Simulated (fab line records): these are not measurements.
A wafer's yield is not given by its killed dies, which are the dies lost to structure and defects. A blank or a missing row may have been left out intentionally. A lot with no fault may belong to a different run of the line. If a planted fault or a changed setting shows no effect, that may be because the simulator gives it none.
A struck lot beside a sound one / flow nand harc / 15 steps out of a route of 1302
Sound: the wafers L914.1, L914.3, L914.5. Struck: wafers L924.1, L924.2, L924.3. Last of all comes the cause.
Each step with rows lists, per side, the tool, then ch with its chambers, then its first start. Under that, the readings that differ: sound wafers / struck wafers / difference of the means / sigmas: that difference in standard deviations of wafers without a fault.
alike: same words and numbers on both sides, and readings whose means sit less than 2 such deviations apart. not compared: any withheld reading, any reading some wafer has no value for, any bound like >300 that may hide the same value, and any number with overlapping values for which the record gives no deviation.
Wherever a step has rows on one side only, a row that says differs or no value, or a row with sigmas, the two part there. Numbers that have no deviation but don't overlap get no sigmas and don't part them. Lack of a reading on every wafer of one side parts them only where that side has two or more wafers.

first, 2 steps without rows for these wafers: NHARC_P_STI_SRD_39; NHARC_P_STI_OXIDE_40 (material SiO2, target thk 10 nm, ox time 1362 s).
NHARC_P_STI_INSPECT_25:
  sound on defect inspect-01, day 8 20:47; struck on defect inspect-02, day 13 05:35
  alike: raw defect count
then, 9 steps without rows for these wafers: NHARC_P_GATE_ETCH_69 (etches SiO2 in dHF, target depth 14 nm); NHARC_P_GATE_PRECLEAN_70 (cleans in SC1); NHARC_P_GATE_SRD_01; NHARC_P_GATE_OXIDE_02 (material SiO2, target thk 37.5 nm, ox time 365 s); NHARC_P_GATE_DEHYDRATE_03 (time 120 s); NHARC_P_GATE_HMDS_04 (time 30 s); NHARC_P_GATE_COAT_05; NHARC_P_GATE_SOFTBAKE_06 (time 95 s); NHARC_P_GATE_EBR_07.
NHARC_P_GATE_EXPOSE_08: exposes mask P HV.
  sound on krf scanner-03 ch 0, day 9 05:23; struck on krf scanner-03 ch 0, day 13 15:36
reading=model.P_GATE.overlay x nm (nm); sound=-4.349 -4.349 -4.349; struck=49.52 49.52 49.52; difference=+53.87; sigmas=
  alike: mask
then, 2 steps without rows for these wafers: NHARC_P_GATE_PEB_09 (peb time 85 s); NHARC_END_SORT_01.

WHERE THEY PART
Nowhere in this record.

WHY: whatever the simulator had introduced
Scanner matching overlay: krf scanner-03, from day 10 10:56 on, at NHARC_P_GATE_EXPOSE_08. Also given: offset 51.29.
